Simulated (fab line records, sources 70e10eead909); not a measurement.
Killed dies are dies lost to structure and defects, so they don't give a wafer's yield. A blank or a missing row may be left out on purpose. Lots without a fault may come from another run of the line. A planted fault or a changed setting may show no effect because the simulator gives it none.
fab line records | flow nand_harc
record lots=11 wafers=32 last_day=25
route steps=1159 shown A_CONTACT@941 END@1159
lots that met no fault: from a run of the same line without faults
start_h: hours from the record's first day to the start of the lot's first wafer shown | wait_h: hours since the lot's step before | " the same as in the row above | L1.1+2: a row that stands for several wafers | - no value, or no start given | * or withheld: withheld | < > ~ a bound
route shown NAME@n: a module of which the file shows steps, and the number in the route of the first | usual: mean/standard deviation of fault-free wafers | same: alike in all rows | chamber/n: place in a boat | sites: the reading at each site | _std_site: their standard deviation | _edge_site: outer sites' mean less inner sites' | radius_mm: how far each site lies from the wafer's centre | mask NAME#n: copy n | behind: the tool/chamber that last shaped the wafer | hold: why the lot was held/for how many hours/how that ended | device: the transistor (n, p or np) that didn't switch | end of line: the same wafers' tests at the end of the route | a step without rows: its recipe alone | killed: dies lost to structure and defects at the first sort, not the wafer's yield | map: a wafer's dies, x killed, . not, _ none there
set.NAME: the setting as run; set.NAME@STEP: as run at that earlier step | model.NAME: the simulator's own value behind a step, which no gauge read
steps of the route over a sample of lots; a table a step, a row a wafer
services: from which hour (start_h, from the record's first day; less than 0 if before it) a tool's chamber was out of use, for how many hours, and why
## steps
# step NHARC_A_CONTACT_ETCH_30
# recipe target_depth_a=605 time_s=30.2 cf4_flow_sccm=100 chf3_flow_sccm=30 ar_flow_sccm=0 rf_w=500 bias_w=200 chemistry=CF4/CHF3
# usual chamber_pressure_mTorr=24.997/0.023 drypump_motor_current_A=5.8/0.41 oes_product_au=0.934/0.02 rf_vpp_V=370.5/2.2 showerhead_plenum_p_Torr=1.57/0.066 throttle_valve_pct=16.802/0.0085
# columns lot.wafer tool chamber start_h wait_h chamber_pressure_mTorr drypump_motor_current_A oes_product_au rf_hours_counter_h rf_vpp_V showerhead_plenum_p_Torr throttle_valve_pct
L698.3 rie_diel-04 1 - - 25.018 5.5 0.925 30 369.1 1.55 16.787
L698.2 " 3 " " 25.030 6.0 0.907 33 371.8 1.62 16.789
L698.6 " 1 " " 24.981 5.5 0.920 - 368.6 1.55 16.808
L697.2 rie_diel-06 2 - - 24.992 5.7 0.939 52 369.1 1.48 16.792
L697.4 " 0 " " 24.968 5.6 0.950 49 367.5 1.46 16.791
L697.5 " 1 " " 25.000 6.2 0.948 - 365.8 1.48 16.803
L699.1 rie_diel-08 2 - - 24.983 4.9 0.970 16 371.9 1.66 16.810
L699.4 " 3 " " 25.016 6.2 0.976 12 366.7 1.50 16.796
L699.5 " 1 " " 24.981 6.1 0.946 - 369.0 1.54 16.799
L701.4 rie_diel-08 1 - - 24.981 6.1 0.893 19 368.8 1.54 16.793
L701.1 " 3 " " 25.005 6.2 0.929 13 368.0 1.50 16.804
L701.5 " 1 " " 24.960 6.1 0.906 - 367.6 1.54 16.792
L704.2 rie_diel-06 3 - - 25.024 5.7 0.950 4 369.8 1.61 16.782
L704.1 " 2 " " 24.941 5.7 0.947 3 367.9 1.47 16.795
L704.6 " 3 " " 25.005 5.7 0.951 - 371.3 1.61 16.801
L706.3 rie_diel-08 0 - - 25.018 6.3 0.934 22 368.6 1.52 16.800
L706.1 " 1 " " 24.982 6.1 0.908 26 368.6 1.53 16.820
L706.4 " 2 " " 25.022 4.9 0.917 23 371.6 1.66 16.807
L709.2 rie_diel-04 0 - - 25.001 5.7 0.916 57 371.0 1.60 16.814
L709.4 " 2 " " 24.972 5.6 0.933 48 373.9 1.67 16.811
L709.5 " 0 " " 24.986 5.7 0.910 - 371.4 1.60 16.802
L708.2 rie_diel-08 1 - - 24.978 6.1 0.917 29 368.9 1.53 16.794
L708.3 " 2 " " 24.996 4.9 0.922 27 374.0 1.66 16.809
L708.5 " 0 " " 24.974 6.3 0.934 - 368.8 1.52 16.812
L714.6 rie_diel-04 3 - - 25.048 5.9 0.929 - 370.7 1.61 16.778
L714.5 " 0 " " 24.993 5.7 0.917 - 371.4 1.60 16.800
L716.1 rie_diel-04 3 - - 25.047 6.0 0.926 8 371.2 1.61 16.798
L716.3 " 0 " " 24.982 5.7 0.924 8 372.4 1.60 16.804
L716.6 " 3 " " 25.027 6.0 0.925 - 371.0 1.61 16.806
L718.4 rie_diel-04 1 - - 25.008 5.5 0.924 23 368.2 1.53 16.810
L718.2 " 3 " " 24.970 6.0 0.937 23 372.1 1.60 16.817
L718.5 " 0 " " 25.007 5.7 0.910 - 372.8 1.59 16.817
# step NHARC_A_CONTACT_ETCH_92
# recipe target_depth_a=400 over_etch_frac=0.5 time_s=85.7 ion_energy_ev=120 ch3f_flow_sccm=50 o2_flow_sccm=30 ar_flow_sccm=200 rf_w=500 bias_w=100 chemistry=CH3F/O2
# usual chamber_pressure_mTorr=25.000/0.023 drypump_motor_current_A=5.8/0.49 oes_product_au=0.933/0.023 rf_vpp_V=243.9/1.7 showerhead_plenum_p_Torr=2.43/0.11 throttle_valve_pct=20.662/0.0092
# columns lot.wafer tool chamber start_h wait_h chamber_pressure_mTorr drypump_motor_current_A oes_product_au rf_hours_counter_h rf_vpp_V showerhead_plenum_p_Torr throttle_valve_pct
L698.3 rie_diel-04 2 386.17 0.3 25.032 5.6 0.927 24 246.7 2.62 20.675
L698.2 " 3 " " 24.947 5.9 0.914 34 246.0 2.53 20.655
L698.6 " 1 " " 24.999 5.5 0.933 - 244.8 2.41 20.681
L697.2 rie_diel-08 0 387.52 0.4 24.999 6.3 0.925 14 244.5 2.37 20.678
L697.5 " 3 " " 24.988 6.2 0.943 - 243.3 2.34 20.640
L697.4 " 1 " " 24.998 6.1 0.912 - 244.0 2.40 20.657
L699.4 rie_diel-08 0 395.95 0.3 25.000 6.3 0.953 15 244.4 2.37 20.682
L699.1 " 1 " " 24.976 6.1 0.939 19 244.1 2.40 20.644
L699.5 " 3 " " 25.007 6.2 0.958 - 243.9 2.34 20.667
L701.4 rie_diel-08 3 402.36 0.3 24.999 6.2 0.940 13 242.4 2.34 20.674
L701.1 " 0 " " 25.004 6.3 0.941 16 242.8 2.37 20.674
L701.5 " 1 " " 25.030 6.2 0.915 - 243.2 2.40 20.658
L704.1 rie_diel-08 1 438.53 0.3 25.004 6.2 0.907 25 244.2 2.40 20.659
L704.2 " 2 " " 24.960 4.9 0.928 23 246.8 2.59 20.664
L704.6 " 1 " " 24.991 6.1 0.912 - 243.0 2.39 20.665
L706.3 rie_diel-06 1 440.64 0.3 25.025 6.2 0.907 4 242.2 2.30 20.668
L706.4 " 2 " " 25.044 5.7 0.914 5 242.0 2.30 20.666
L706.1 " 0 " " 24.993 5.6 0.936 4 245.7 2.66 20.670
L709.4 rie_diel-08 0 452.33 0.3 25.044 6.3 0.944 24 242.8 2.37 20.663
L709.2 " 3 " " 25.022 6.2 0.930 21 242.5 2.34 20.654
L709.5 " 1 " " 24.999 6.1 0.906 - 243.8 2.39 20.642
L708.3 rie_diel-04 0 456.32 0.3 25.009 5.7 0.936 60 244.5 2.50 20.668
L708.2 " 1 " " 24.994 5.5 0.933 60 241.5 2.40 20.662
L708.5 " 0 " " 24.982 5.7 0.924 - 244.2 2.50 20.669
L714.6 rie_diel-06 3 496.01 0.2 24.994 5.7 0.933 - 245.1 2.51 20.669
L714.5 " 0 " " 24.986 5.6 0.927 - 247.3 2.65 20.661
L716.3 rie_diel-06 3 503.49 0.3 24.974 5.8 1.007 29 243.9 2.51 20.651
L716.1 " 1 " " 24.985 6.2 0.980 29 242.3 2.29 20.650
L716.6 " 2 " " 25.038 5.7 0.995 - 241.2 2.29 20.652
L718.2 rie_diel-08 3 542.07 0.4 24.947 6.2 0.917 11 243.5 2.34 20.658
L718.5 " 3 " " 24.998 6.2 0.929 - 244.2 2.33 20.665
L718.4 " 2 " " 24.987 4.9 0.927 - 245.1 2.59 20.659
# step NHARC_A_CONTACT_STRIP_26
# recipe o2_flow_sccm=500 ar_flow_sccm=0 bias_w=0 chemistry=O2
# usual chamber_pressure_mTorr=60.00/0.053 drypump_motor_current_A=5.9/0.47 oes_product_au=0.998/0.011 rf_vpp_V=57.6/0.92 showerhead_plenum_p_Torr=3.52/0.14 throttle_valve_pct=17.036/0.0092
# columns lot.wafer tool chamber start_h wait_h chamber_pressure_mTorr drypump_motor_current_A oes_product_au rf_hours_counter_h rf_vpp_V showerhead_plenum_p_Torr throttle_valve_pct
L698.2 rie_diel-04 2 - - 60.06 5.6 1.000 24 58.5 3.76 17.027
L698.3 " 3 " " 60.04 6.0 0.999 34 57.9 3.62 17.018
L698.6 " 2 " " 60.02 5.6 1.002 - 58.3 3.76 17.028
L697.2 rie_diel-04 3 - - 60.06 6.0 0.982 36 58.6 3.62 17.048
L697.4 " 0 " " 59.94 5.7 0.982 34 57.4 3.60 17.048
L697.5 " 1 " " 59.95 5.5 0.991 - 57.6 3.47 17.047
L699.4 rie_diel-08 0 - - 60.04 6.3 1.012 15 56.3 3.41 17.030
L699.1 " 2 " " 60.00 4.9 1.002 17 59.2 3.72 17.043
L699.5 " 0 " " 60.05 6.3 1.006 - 56.9 3.41 17.035
L701.1 rie_diel-08 2 - - 60.08 4.9 0.995 17 57.4 3.72 17.050
L701.4 " 0 " " 59.93 6.3 1.008 16 57.0 3.41 17.043
L701.5 " 2 " " 59.95 4.9 0.999 - 58.7 3.72 17.041
L704.2 rie_diel-06 2 - - 59.99 5.7 0.989 4 56.9 3.31 17.023
L704.1 " 0 " " 59.98 5.6 1.014 4 57.9 3.81 17.041
L704.6 " 3 " " 59.96 5.8 1.006 - 57.9 3.61 17.033
L706.4 rie_diel-08 0 - - 60.05 6.3 1.006 22 56.1 3.40 17.033
L706.1 " 1 " " 60.07 6.1 0.990 26 55.9 3.44 17.022
L706.3 " 2 " " 60.05 4.9 0.985 24 59.7 3.72 17.030
L709.4 rie_diel-08 3 - - 60.02 6.2 1.019 21 55.8 3.37 17.032
L709.2 " 1 " " 59.97 6.1 0.990 29 57.5 3.44 17.046
L709.5 " 0 " " 59.98 6.3 1.012 - 57.9 3.40 17.050
L708.3 rie_diel-08 2 - - 59.93 4.9 1.001 27 57.9 3.71 17.026
L708.2 " 3 " " 60.00 6.2 1.001 21 58.0 3.36 17.034
L708.5 " 0 " " 59.98 6.3 1.016 - 56.9 3.40 17.046
L714.6 rie_diel-04 2 - - 60.03 5.6 0.995 - 57.3 3.74 17.029
L714.5 " 3 " " 60.10 6.0 0.997 - 58.2 3.61 17.023
L716.3 rie_diel-08 0 - - 59.94 6.3 1.014 3 57.9 3.40 17.042
L716.1 " 2 " " 60.02 4.9 1.006 2 57.8 3.71 17.022
L716.6 " 0 " " 59.99 6.3 1.018 - 58.1 3.40 17.039
L718.2 rie_diel-08 3 - - 59.96 6.2 1.012 11 58.2 3.36 17.039
L718.5 " 0 " " 59.97 6.3 1.032 - 55.5 3.39 17.042
L718.4 " 3 " " 60.00 6.2 1.004 - 56.9 3.36 17.033
# step NHARC_A_CONTACT_ALD_18
# recipe target_thk_a=30 pulse_time_s=1 ald_cycles=150 temp_c=450 material=TiN
# usual ald_cycles=150/0 heater_power_w=1039/81 precursor_pulse_height_rel=1.001/0.023
# columns lot.wafer tool chamber start_h wait_h ald_cycles heater_power_w precursor_pulse_height_rel
L698.3 ald_metal-01 3 387.35 - 150 954 0.975
L698.2 " 1 " " 150 1003 0.996
L698.6 " 3 " " 150 953 1.014
L697.4 ald_metal-04 2 389.32 - 150 1066 0.967
L697.2 " 1 " " 150 1104 0.977
L697.5 " 3 " " 150 1132 0.998
L699.4 ald_metal-01 0 397.07 - 150 1084 1.014
L699.1 " 3 " " 150 946 1.031
L699.5 " 1 " " 150 1010 1.001
L701.1 ald_metal-01 2 403.57 - 150 831 1.036
L701.4 " 1 " " 150 1020 0.975
L701.5 " 3 " " 150 950 1.019
L704.2 ald_metal-04 2 439.72 - 150 1128 1.006
L704.1 " 3 " " 150 1129 0.984
L704.6 " 1 " " 150 1098 0.977
L706.4 ald_metal-04 0 442.12 - 150 1024 0.982
L706.3 " 2 " " 150 1135 1.006
L706.1 " 3 " " 150 1130 0.987
L709.2 ald_metal-04 1 453.71 - 150 1081 1.046
L709.4 " 2 " " 150 1124 1.030
L709.5 " 0 " " 150 1055 1.000
L708.3 ald_metal-03 1 457.54 - 150 1054 1.001
L708.2 " 2 " " 150 1074 1.001
L708.5 " 1 " " 150 1023 1.001
L714.6 ald_metal-04 1 497.20 - 146 1089 1.017
L714.5 " 2 " " 150 1114 1.021
L716.1 ald_metal-04 0 504.74 - 150 1054 1.036
L716.3 " 1 " " 150 1129 1.008
L716.6 " 3 " " 146 1138 0.988
L718.2 ald_metal-01 0 543.55 - 150 1064 0.986
L718.4 " 2 " " 150 866 1.005
L718.5 " 0 " " 150 1092 1.007
# step NHARC_END_SORT_01
# recipe temp_c=25
# usual killed_at_array=28/11 killed_at_other=0.7/1.1 killed_at_periphery=2.9/2 killed_dies=32/11 killed_open=3.2/1.8 killed_short=2.0/1.4
# same gross_dies=677
# columns lot.wafer tool chamber start_h wait_h killed_at_array killed_at_other killed_at_periphery killed_dies killed_open killed_short
L697.2 prober-01 0 451.91 2.8 25 0 1 26 3 2
L697.4 prober-01 0 453.52 3.4 29 0 0 29 1 1
L697.5 prober-01 0 454.32 3.7 35 0 3 38 4 3
L701.1 prober-02 0 458.88 2.5 15 0 4 19 1 2
L701.4 prober-02 0 461.29 3.4 33 0 5 38 5 1
L701.5 prober-02 0 462.10 3.7 23 0 1 24 3 2
L706.1 prober-01 0 492.45 2.5 34 0 2 36 3 2
L706.3 prober-01 0 494.05 3.1 22 0 3 25 4 3
L706.4 prober-01 0 494.85 3.4 14 0 4 18 3 0
L708.2 prober-02 0 510.78 2.7 10 0 3 13 2 1
L708.3 prober-02 0 511.57 3.1 13 0 1 14 3 2
L708.5 prober-02 0 513.16 3.7 11 0 1 12 2 1
L714.5 prober-02 0 551.14 3.7 43 0 2 45 2 3
L714.6 prober-02 0 551.94 4.0 45 0 0 45 1 1
L716.1 prober-01 0 556.03 2.5 57 1 4 62 2 4
L716.3 prober-01 0 557.64 3.1 51 0 8 59 3 3
L716.6 prober-01 0 560.06 4.0 50 0 8 58 6 5
# killed by level:class
L697.2 A_CHANNEL_HOLE_D1:chamber_film_flake=10 A_SLIT:chamber_film_flake=7 A_CONTACT:geometric_particle:open=2 A_STAIRCASE:chamber_film_flake=2 A_CHANNEL_HOLE_D1:geometric_particle:open=1 A_CONTACT:geometric_particle:short=1 A_BLC:geometric_particle:short=1 P_GATE:chamber_film_flake=1
L697.4 A_CHANNEL_HOLE_D1:chamber_film_flake=8 A_SLIT:chamber_film_flake=8 A_CONTACT:chamber_film_flake=8 A_CHANNEL_FILL_D1:chamber_film_flake=2 A_ONON_D1:geometric_particle:short=1 A_CONTACT:geometric_particle:open=1 A_WL_FILL:chamber_film_flake=1
L697.5 A_CHANNEL_HOLE_D1:chamber_film_flake=15 A_SLIT:chamber_film_flake=9 A_WL_FILL:chamber_film_flake=5 A_CONTACT:geometric_particle:open=2 P_M0:geometric_particle:open=1 P_M0:geometric_particle:short=1 A_CHANNEL_HOLE_D1:geometric_particle:short=1 A_SLIT:geometric_particle:short=1
L701.1 A_SLIT:chamber_film_flake=6 A_CHANNEL_HOLE_D1:chamber_film_flake=4 P_ZERO_WELL:chamber_film_flake=2 A_STAIRCASE:chamber_film_flake=2 P_CONTACT:geometric_particle:open=1 A_SOURCE_PLATE:geometric_particle:short=1 A_SGD_CUT:geometric_particle:short=1 P_GATE:chamber_film_flake=1
L701.4 A_CHANNEL_HOLE_D1:chamber_film_flake=12 A_SLIT:chamber_film_flake=9 A_STAIRCASE:chamber_film_flake=4 P_ZERO_WELL:chamber_film_flake=3 A_M0:geometric_particle:open=2 A_CONTACT:chamber_film_flake=2 P_M0:geometric_particle:open=1 A_ONON_D1:geometric_particle:open=1
L701.5 A_SLIT:chamber_film_flake=8 A_CHANNEL_HOLE_D1:chamber_film_flake=6 A_STAIRCASE:chamber_film_flake=3 A_ONON_D1:geometric_particle:short=1 A_ONON_D1:geometric_particle:open=1 A_CHANNEL_FILL_D1:geometric_particle:open=1 A_CONTACT:geometric_particle:short=1 A_CONTACT:geometric_particle:open=1
L706.1 A_SLIT:chamber_film_flake=12 A_CHANNEL_HOLE_D1:chamber_film_flake=7 A_STAIRCASE:chamber_film_flake=6 P_ZERO_WELL:chamber_film_flake=2 A_CONTACT:chamber_film_flake=2 A_ONON_D1:geometric_particle:open=1 A_CHANNEL_FILL_D1:geometric_particle:short=1 A_CHANNEL_FILL_D1:geometric_particle:open=1
L706.3 A_SLIT:chamber_film_flake=9 A_CHANNEL_HOLE_D1:chamber_film_flake=3 A_CONTACT:chamber_film_flake=2 P_M0:geometric_particle:open=1 A_ONON_D1:geometric_particle:open=1 A_CHANNEL_HOLE_D1:geometric_particle:short=1 A_WL_FILL:geometric_particle:short=1 A_WL_FILL:geometric_particle:open=1
L706.4 A_SLIT:chamber_film_flake=8 A_STAIRCASE:chamber_film_flake=3 A_CONTACT:chamber_film_flake=2 P_GATE:geometric_particle:open=1 P_M0:geometric_particle:open=1 P_M1:geometric_particle:open=1 P_ZERO_WELL:chamber_film_flake=1 A_WL_FILL:chamber_film_flake=1
L708.2 A_CONTACT:chamber_film_flake=3 A_CHANNEL_HOLE_D1:chamber_film_flake=2 P_M0:geometric_particle:open=1 A_ONON_D1:geometric_particle:short=1 A_CHANNEL_FILL_D1:geometric_particle:open=1 P_STI:chamber_film_flake=1 P_M1:chamber_film_flake=1 A_STAIRCASE:chamber_film_flake=1
L708.3 A_CHANNEL_HOLE_D1:chamber_film_flake=3 A_CONTACT:chamber_film_flake=3 A_SGD_CUT:chamber_film_flake=2 P_M1:geometric_particle:open=1 A_ONON_D1:geometric_particle:short=1 A_SLIT:geometric_particle:open=1 A_WL_FILL:geometric_particle:open=1 A_M0:geometric_particle:short=1
L708.5 A_CHANNEL_HOLE_D1:chamber_film_flake=5 A_SGD_CUT:chamber_film_flake=2 P_BONDPAD:geometric_particle:open=1 A_BLC:geometric_particle:open=1 A_M1:geometric_particle:short=1 A_WL_FILL:chamber_film_flake=1 A_CONTACT:chamber_film_flake=1
L714.5 A_CHANNEL_HOLE_D1:chamber_film_flake=23 A_SLIT:chamber_film_flake=12 A_CONTACT:chamber_film_flake=3 P_STI:geometric_particle:open=1 P_M0:geometric_particle:open=1 A_CHANNEL_HOLE_D1:geometric_particle:short=1 A_CHANNEL_FILL_D1:geometric_particle:short=1 A_WL_FILL:geometric_particle:short=1
L714.6 A_CHANNEL_HOLE_D1:chamber_film_flake=23 A_SLIT:chamber_film_flake=11 A_CONTACT:chamber_film_flake=8 A_CHANNEL_FILL_D1:geometric_particle:short=1 A_CHANNEL_FILL_D1:geometric_particle:open=1 A_WL_FILL:chamber_film_flake=1
L716.1 A_CHANNEL_HOLE_D1:chamber_film_flake=24 A_SLIT:chamber_film_flake=18 A_CONTACT:chamber_film_flake=9 A_CONTACT:geometric_particle:open=2 P_GATE:chamber_film_flake=2 P_GATE:geometric_particle:short=1 A_ONON_D1:geometric_particle:short=1 A_CONTACT:geometric_particle:short=1
L716.3 A_CHANNEL_HOLE_D1:chamber_film_flake=20 A_SLIT:chamber_film_flake=17 A_CONTACT:chamber_film_flake=10 P_M0:chamber_film_flake=3 P_GATE:chamber_film_flake=2 P_M0:geometric_particle:open=1 P_M0:geometric_particle:short=1 A_CHANNEL_HOLE_D1:geometric_particle:short=1
L716.6 A_CHANNEL_HOLE_D1:chamber_film_flake=19 A_SLIT:chamber_film_flake=12 A_CONTACT:chamber_film_flake=11 P_M0:chamber_film_flake=4 A_CONTACT:geometric_particle:open=2 A_M0:geometric_particle:short=2 P_STI:geometric_particle:short=1 P_GATE:geometric_particle:open=1
## services
# columns tool chamber start_h hours kind
rie_diel-08 0 384.36 - clean
rie_diel-08 1 384.36 - clean
rie_diel-08 2 384.36 - clean
rie_diel-08 3 384.36 - clean
rie_diel-08 2 384.74 5.2 repair
ald_metal-04 - 406.00 10.0 pm
rie_diel-08 0 408.96 - clean
rie_diel-08 1 408.96 - clean
rie_diel-08 2 408.96 - clean
rie_diel-08 3 408.96 - clean
rie_diel-04 3 419.08 20.6 repair
rie_diel-06 - 419.80 9.0 pm
rie_diel-08 0 433.46 - clean
ald_metal-01 - 458.00 10.0 pm
ald_metal-03 2 465.95 2.1 repair
rie_diel-04 - 466.31 9.0 pm
rie_diel-06 1 467.15 1.4 repair
rie_diel-08 - 478.86 9.0 pm
rie_diel-06 1 498.91 4.0 repair
ald_metal-03 - 500.00 10.0 pm
rie_diel-08 - 504.61 0.9 repair
rie_diel-08 1 510.47 3.5 repair
ald_metal-01 3 539.42 8.6 repair
rie_diel-08 1 539.98 9.6 repair
## key
first_sign step=NHARC_A_CONTACT_ALD_18 reading=ald_cycles direction=down sigmas=99+ usual=150 struck=146
effect none on later readings
met_at NHARC_A_CONTACT_ALD_18
struck_lots L714,L716
struck_wafers L714.6,L716.6
tester_left_out L714,L716
not_acting_at NHARC_A_CONTACT_ETCH_30,NHARC_A_CONTACT_ETCH_92,NHARC_A_CONTACT_STRIP_26
onset_between 453.71 497.20
fault kind=process_parameter_drift tool=ald_metal-04 chamber=- onset_h=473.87 steps=NHARC_A_CONTACT_ALD_18 channel=ald_cycles offset=-4 shape=step end_h=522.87 scope=struck_wafers_only acts_in=these_recipes_only stated=150
# tester_left_out: of these lots the tester's yield and bins aren't shown, on N5 and GAA mostly nor the transistor test; their killed dies are dies lost to structure and defects alone, not to doping, threshold or leakage, so they don't give the yield
